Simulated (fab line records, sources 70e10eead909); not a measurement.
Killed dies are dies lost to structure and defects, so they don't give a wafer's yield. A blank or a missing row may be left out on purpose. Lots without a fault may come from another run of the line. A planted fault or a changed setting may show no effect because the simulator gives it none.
fab line records | flow nand_harc
record lots=13 wafers=39 last_day=32
route steps=1302 shown A_BLC@1130 THIN_TSV@1263 END@1302
lots that met no fault: from a run of the same line without faults
start_h: hours from the record's first day to the start of the lot's first wafer shown | wait_h: hours since the lot's step before | " the same as in the row above | L1.1+2: a row that stands for several wafers | - no value, or no start given | * or withheld: withheld | < > ~ a bound
route shown NAME@n: a module of which the file shows steps, and the number in the route of the first | usual: mean/standard deviation of fault-free wafers | same: alike in all rows | chamber/n: place in a boat | sites: the reading at each site | _std_site: their standard deviation | _edge_site: outer sites' mean less inner sites' | radius_mm: how far each site lies from the wafer's centre | mask NAME#n: copy n | behind: the tool/chamber that last shaped the wafer | hold: why the lot was held/for how many hours/how that ended | device: the transistor (n, p or np) that didn't switch | end of line: the same wafers' tests at the end of the route | a step without rows: its recipe alone | killed: dies lost to structure and defects at the first sort, not the wafer's yield | map: a wafer's dies, x killed, . not, _ none there
set.NAME: the setting as run; set.NAME@STEP: as run at that earlier step | model.NAME: the simulator's own value behind a step, which no gauge read
steps of the route over a sample of lots; a table a step, a row a wafer
services: from which hour (start_h, from the record's first day; less than 0 if before it) a tool's chamber was out of use, for how many hours, and why
## steps
# step NHARC_A_BLC_PVD_32
# recipe target_thk_a=50 chamber_pressure_pa=5 power_w=5000 substrate_temp_c=200 time_s=17.7 material=Ti
# usual throttle_valve_pct=30.3/1.4
# columns lot.wafer tool chamber start_h wait_h throttle_valve_pct
L691.3 pvd_sputter-03 - 516.28 - 29.1
L691.1 " - " " 28.8
L691.5 " - " " 30.5
L694.2 pvd_sputter-01 - 538.98 - 32.2
L694.4 " - " " 29.2
L694.5 " - " " 30.5
L693.3 pvd_sputter-02 - 540.14 - 27.9
L693.2 " - " " 31.0
L693.6 " - " " 32.5
L695.2 pvd_sputter-01 - 551.92 - 28.8
L695.4 " - " " 30.5
L695.6 " - " " 32.3
L696.4 pvd_sputter-02 - 586.35 - 32.6
L696.1 " - " " 30.0
L696.2 " - " " 31.0
L697.4 pvd_sputter-03 - 586.99 - 29.5
L697.6 " - " " 29.0
L697.5 " - " " 30.4
L698.1 pvd_sputter-03 - 592.69 - 28.3
L698.2 " - " " 29.1
L698.5 " - " " 28.3
L700.3 pvd_sputter-01 - 621.11 - 31.2
L700.1 " - " " 30.9
L700.2 " - " " 29.0
L703.3 pvd_sputter-03 - 640.39 - 28.3
L703.1 " - " " 29.4
L703.6 " - " " 29.4
L702.2 pvd_sputter-02 - 650.81 - 31.9
L702.1 " - " " 31.5
L702.5 " - " " 28.4
L705.2 pvd_sputter-02 - 659.98 - 31.6
L705.1 " - " " 28.8
L705.6 " - " " 31.4
L704.3 pvd_sputter-02 - 663.72 - 31.5
L704.4 " - " " 28.6
L704.6 " - " " 31.4
L713.3 pvd_sputter-03 - 737.85 - 28.5
L713.4 " - " " 28.7
L713.6 " - " " 28.6
# step NHARC_THIN_TSV_ETCH_15
# recipe target_depth_a=30000 bosch_target_overetch_cycles=2 bosch_etch_step_s=2.8 bosch_dep_step_s=1.2 bosch_cycles=14
# usual drypump_motor_current_A=5.6/0.56
# columns lot.wafer tool chamber start_h wait_h drypump_motor_current_A rf_hours_counter_h
L691.1 rie_si-04 1 566.12 - 5.0 0.1
L691.3 " 3 " " 6.4 0.1
L691.5 " 1 " " 5.0 -
L694.4 rie_si-01 1 570.78 - 5.3 0.1
L694.2 " 0 " " 6.3 0.1
L694.5 " 2 " " 5.5 -
L693.3 rie_si-05 2 571.97 - 5.5 0.5
L693.2 " 3 " " 5.3 0.6
L693.6 " 3 " " 5.3 -
L695.2 rie_si-05 2 579.32 - 5.5 0.6
L695.4 " 0 " " 4.8 0.6
L695.6 " 2 " " 5.5 -
L697.4 rie_si-04 3 613.26 - 6.4 0.5
L697.6 " 0 " " 5.8 -
L697.5 " 1 " " 5.0 -
L696.4 rie_si-04 2 643.35 - 6.5 0.6
L696.1 " 0 " " 5.8 0.6
L696.2 " 1 " " 5.0 0.6
L698.2 rie_si-05 2 644.28 - 5.5 0.9
L698.1 " 0 " " 4.8 0.9
L698.5 " 2 " " 5.5 -
L700.1 rie_si-04 1 650.81 - 5.0 0.7
L700.2 " 2 " " 6.4 0.7
L700.3 " 0 " " 5.9 0.6
L703.3 rie_si-05 3 668.26 - 5.3 0
L703.1 " 0 " " 4.8 0
L703.6 " 2 " " 5.5 -
L702.2 rie_si-05 3 679.54 - 5.3 0.0
L702.1 " 0 " " 4.8 0.1
L702.5 " 3 " " 5.3 -
L705.2 rie_si-04 2 689.15 - 6.5 1.0
L705.1 " 1 " " 5.0 1.0
L705.6 " 2 " " 6.4 -
L704.3 rie_si-05 3 690.35 - 5.3 0.1
L704.4 " 1 " " 5.8 0.2
L704.6 " 3 " " 5.3 -
L713.3 rie_si-05 0 762.94 - 4.8 0.6
L713.4 " 1 " " 5.8 0.5
L713.6 " 3 " " 5.3 -
# step NHARC_THIN_TSV_DEGAS_53
# recipe temp_c=300 time_s=60
# usual heater_power_w=468/52
# columns lot.wafer tool chamber start_h wait_h heater_power_w
L691.1 pvd_sputter-03 - 570.10 0.1 419
L691.3 " - " " 459
L691.5 " - " " 475
L694.4 pvd_sputter-03 - 574.72 0.1 452
L694.2 " - " " 459
L694.5 " - " " 445
L693.3 pvd_sputter-01 - 575.92 0.1 623
L693.2 " - " " 457
L693.6 " - " " 416
L695.4 pvd_sputter-02 - 583.27 0.1 507
L695.2 " - " " 520
L695.6 " - " " 442
L697.4 pvd_sputter-02 - 617.18 0.1 489
L697.5 " - " " 511
L697.6 " - " " 456
L696.2 pvd_sputter-03 - 647.49 0.1 475
L696.1 " - " " 461
L696.4 " - " " 462
L698.2 pvd_sputter-02 - 648.23 0.1 436
L698.1 " - " " 489
L698.5 " - " " 437
L700.2 pvd_sputter-01 - 654.79 0.1 430
L700.3 " - " " 617
L700.1 " - " " 471
L703.1 pvd_sputter-01 - 672.21 0.1 472
L703.3 " - " " 428
L703.6 " - " " 392
L702.1 pvd_sputter-03 - 683.88 0.1 465
L702.2 " - " " 457
L702.5 " - " " 470
L705.2 pvd_sputter-01 - 693.12 0.1 476
L705.1 " - " " 426
L705.6 " - " " 595
L704.4 pvd_sputter-01 - 694.29 0.1 407
L704.3 " - " " 592
L704.6 " - " " 401
L713.4 pvd_sputter-03 - 767.18 0.1 407
L713.3 " - " " 460
L713.6 " - " " 489
# step NHARC_THIN_TSV_STRIP_56
# recipe power_w=1500 temp_c=250 chemistry=O2
# usual drypump_motor_current_A=5.76/0.16 heater_power_w=359/31 rf_refl_power_W=21/4.2
# columns lot.wafer tool chamber start_h wait_h drypump_motor_current_A heater_power_w rf_hours_counter_h rf_refl_power_W
L691.1 plasma_asher-02 0 571.80 0.1 5.75 325 30 23
L691.3 " 1 " " 5.60 383 - 15
L691.5 " 1 " " 5.59 378 - 16
L694.2 plasma_asher-02 0 576.41 0.1 5.71 330 31 23
L694.4 " 1 " " 5.58 392 - 16
L694.5 " 0 " " 5.73 328 - 23
L693.2 plasma_asher-01 0 577.60 0.1 5.74 324 10 20
L693.3 " 0 " " 5.76 323 - 20
L693.6 " 0 " " 5.73 328 - 20
L695.2 plasma_asher-02 1 585.05 0.1 5.61 384 33 16
L695.4 " 0 " " 5.73 330 - 23
L695.6 " 0 " " 5.74 332 - 22
L697.4 plasma_asher-02 1 619.08 0.2 5.56 388 - 16
L697.5 " 0 " " 5.71 324 - 23
L697.6 " 1 " " 5.59 384 - 16
L696.1 plasma_asher-02 0 649.19 0.1 5.73 326 8 23
L696.2 " 1 " " 5.64 394 8 15
L696.4 " 1 " " 5.64 391 - 15
L698.2 plasma_asher-02 0 649.91 0.1 5.71 330 8 22
L698.1 " 1 " " 5.61 387 8 16
L698.5 " 0 " " 5.73 336 - 23
L700.1 plasma_asher-02 1 656.62 0.1 5.56 385 10 16
L700.2 " 0 " " 5.72 333 10 22
L700.3 " 1 " " 5.57 390 - 16
L703.1 plasma_asher-02 0 674.02 0.1 5.73 323 11 23
L703.3 " 0 " " 5.72 330 - 23
L703.6 " 0 " " 5.73 330 - 22
L702.1 plasma_asher-02 1 685.65 0.1 5.59 389 13 16
L702.2 " 0 " " 5.70 327 13 23
L702.5 " 0 " " 5.71 325 - 21
L705.2 plasma_asher-02 1 694.91 0.1 5.62 380 15 16
L705.1 " 0 " " 5.75 330 15 22
L705.6 " 0 " " 5.73 324 - 22
L704.3 plasma_asher-01 0 696.18 0.2 5.76 325 - 20
L704.4 " 1 " " 6.06 403 - 28
L704.6 " 1 " " 6.06 401 - 28
L713.3 plasma_asher-01 1 769.27 0.2 6.05 379 - 28
L713.4 " 0 " " 5.75 331 - 20
L713.6 " 1 " " 6.07 387 - 27
# step NHARC_END_SORT_01
# recipe temp_c=25
# usual killed_at_array=57/24 killed_at_other=0.7/0.94 killed_at_periphery=3.8/2.5 killed_dies=62/23 killed_open=3.1/1.8 killed_short=2.5/1.6
# same gross_dies=677
# columns lot.wafer tool chamber start_h wait_h killed_at_array killed_at_other killed_at_periphery killed_dies killed_open killed_short
L705.1 prober-02 0 704.52 2.5 84 0 8 92 4 4
L705.2 prober-02 0 705.33 2.8 86 0 6 92 3 5
L705.6 prober-02 0 708.57 4.0 69 0 3 72 6 3
L704.3 prober-01 0 706.15 3.1 27 1 6 34 4 2
L704.4 prober-01 0 706.95 3.4 132 0 5 137 3 1
L704.6 prober-01 0 708.56 4.0 23 2 4 29 9 0
# killed by level:class
L705.1 A_CHANNEL_HOLE_D2:chamber_film_flake=29 A_SLIT:chamber_film_flake=28 A_CHANNEL_HOLE_D1:chamber_film_flake=10 P_M2:chamber_film_flake=5 A_CONTACT:chamber_film_flake=5 A_CHANNEL_FILL_D2:chamber_film_flake=3 A_WL_FILL:geometric_particle:short=2 P_BONDPAD:chamber_film_flake=2
L705.2 A_SLIT:chamber_film_flake=37 A_CHANNEL_HOLE_D2:chamber_film_flake=21 A_CONTACT:chamber_film_flake=10 A_CHANNEL_HOLE_D1:chamber_film_flake=6 A_WL_FILL:geometric_particle:short=2 P_GATE:chamber_film_flake=2 P_BONDPAD:chamber_film_flake=2 A_SGD_CUT:chamber_film_flake=2
L704.3 A_CHANNEL_HOLE_D1:chamber_film_flake=10 P_GATE:chamber_film_flake=3 A_SLIT:chamber_film_flake=3 P_M2:chamber_film_flake=2 A_ZERO_WELL:chamber_film_flake=2 A_M0:chamber_film_flake=2 A_ONON_D1:geometric_particle:open=1 A_CHANNEL_FILL_D1:geometric_particle:open=1
L704.4 A_BLC:unspecified=103 A_CHANNEL_HOLE_D1:chamber_film_flake=9 A_STAIRCASE:chamber_film_flake=4 A_SLIT:chamber_film_flake=4 A_CONTACT:chamber_film_flake=4 P_M2:chamber_film_flake=3 P_GATE:chamber_film_flake=2 A_SOURCE_PLATE:geometric_particle:open=1
L704.6 A_CHANNEL_HOLE_D1:chamber_film_flake=8 A_M1:geometric_particle:open=2 A_STAIRCASE:chamber_film_flake=2 A_SLIT:chamber_film_flake=2 THIN_TSV:chamber_film_flake=2 P_CONTACT:geometric_particle:open=1 P_M0:geometric_particle:open=1 A_ONON_D1:geometric_particle:open=1
L705.6 A_SLIT:chamber_film_flake=19 A_CHANNEL_HOLE_D2:chamber_film_flake=18 A_CHANNEL_HOLE_D1:chamber_film_flake=12 A_STAIRCASE:chamber_film_flake=4 A_CONTACT:chamber_film_flake=4 A_M0:geometric_particle:open=3 A_ONON_D1:geometric_particle:short=1 A_CHANNEL_FILL_D1:geometric_particle:open=1
## services
# columns tool chamber start_h hours kind
pvd_sputter-02 - 510.99 2.9 repair
rie_si-04 - 519.00 9.0 pm
plasma_asher-01 - 519.58 9.0 pm
pvd_sputter-03 - 526.00 10.0 pm
rie_si-04 - 545.45 0.5 repair
pvd_sputter-02 - 550.72 7.4 repair
rie_si-05 3 565.07 4.8 repair
pvd_sputter-01 - 582.28 10.0 pm
pvd_sputter-03 - 600.04 2.2 repair
plasma_asher-02 - 604.07 9.0 pm
pvd_sputter-03 - 618.08 0.6 repair
rie_si-04 - 634.87 0.2 repair
pvd_sputter-02 - 638.02 10.0 pm
rie_si-05 1 645.89 11.6 repair
pvd_sputter-02 - 652.07 4.9 repair
rie_si-05 - 659.00 9.0 pm
plasma_asher-02 - 660.10 8.2 repair
plasma_asher-02 - 678.09 2.9 repair
pvd_sputter-03 - 691.09 7.9 repair
rie_si-04 - 696.00 9.0 pm
pvd_sputter-03 - 704.00 10.0 pm
rie_si-05 1 717.84 17.0 repair
pvd_sputter-02 - 758.18 12.5 repair
pvd_sputter-01 - 760.28 10.0 pm
## key
first_sign step=NHARC_END_SORT_01 reading=killed_dies direction=up sigmas=3.2 usual=62 struck=137
effect step=NHARC_END_SORT_01 reading=killed_at_array direction=up sigmas=3.2 usual=57 struck=132
more_kills_born_at NHARC_A_BLC_PVD_32@pvd_sputter-02=103
met_at NHARC_A_BLC_PVD_32
struck_lots L704
struck_wafers L704.4
tester_left_out L704
not_acting_at NHARC_THIN_TSV_ETCH_15,NHARC_THIN_TSV_DEGAS_53,NHARC_THIN_TSV_STRIP_56
onset_between 659.98 663.72
fault kind=chamber_particle_source tool=pvd_sputter-02 chamber=- onset_h=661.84 steps=NHARC_A_BLC_PVD_32 rate_per_visit_cm2=2.1778 end_h=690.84 scope=struck_wafers_only
# tester_left_out: of these lots the tester's yield and bins aren't shown, on N5 and GAA mostly nor the transistor test; their killed dies are dies lost to structure and defects alone, not to doping, threshold or leakage, so they don't give the yield
